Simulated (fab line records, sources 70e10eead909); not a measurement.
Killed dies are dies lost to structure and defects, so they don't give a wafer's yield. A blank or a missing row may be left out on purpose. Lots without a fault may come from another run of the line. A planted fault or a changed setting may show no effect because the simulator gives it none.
One fault seen from 2 desks | flow nand_harc | each desk has only its own numbers; what lay behind them comes last

THE TOOL OWNER'S DESK: ecd_cu-01
The tool's own readings at NHARC_P_M1_ECD_22 (material Cu, target thk 400 nm): means of the sampled wafers that have a number, for each lot that ran on this tool. A lot is out of limits, marked OUT, if its mean lies more than 4 standard deviations from the usual mean; the brackets give that distance.
Columns: A = bath_heat_duty_pct at NHARC_P_M1_ECD_22, usual 6.6 %
lot  | first seen here | A
L102 | day 5 13:28     | 5.5
L105 | day 6 07:08     | 6.1
L108 | day 7 19:10     | 5.9
L109 | day 8 12:50     | 6.8
L112 | day 9 05:58     | 6.1
L121 | day 13 03:34    | 6.0
This desk's finding: nothing out of limits on any of the 6 lots.

THE DEFECT DESK
What the inspections along the route counted, lot by lot: means of the sampled wafers that have a number. A lot is out of limits, marked OUT, if its mean lies more than 4 standard deviations from the usual mean; the brackets give that distance.
Columns: A = raw_defect_count at NHARC_P_M0_INSPECT_27, usual 294
lot  | first seen here | A
L102 | day 5 10:23     | 265
L104 | day 6 02:33     | 656
L105 | day 6 04:05     | 153
L107 | day 7 13:19     | 231
L108 | day 7 16:11     | 267
L109 | day 8 09:50     | 170
L112 | day 9 02:59     | 247
L111 | day 9 04:35     | 246
L120 | day 12 19:26    | 330
L121 | day 13 00:36    | 168
L122 | day 13 15:16    | 358
L123 | day 13 19:52    | 241
L125 | day 14 14:13    | 321
This desk's finding: nothing out of limits on any of the 13 lots.

PUT TOGETHER
The tool owner's desk saw nothing out of limits.
The defect desk saw nothing out of limits.

WHAT THE SIMULATOR HAD PUT IN
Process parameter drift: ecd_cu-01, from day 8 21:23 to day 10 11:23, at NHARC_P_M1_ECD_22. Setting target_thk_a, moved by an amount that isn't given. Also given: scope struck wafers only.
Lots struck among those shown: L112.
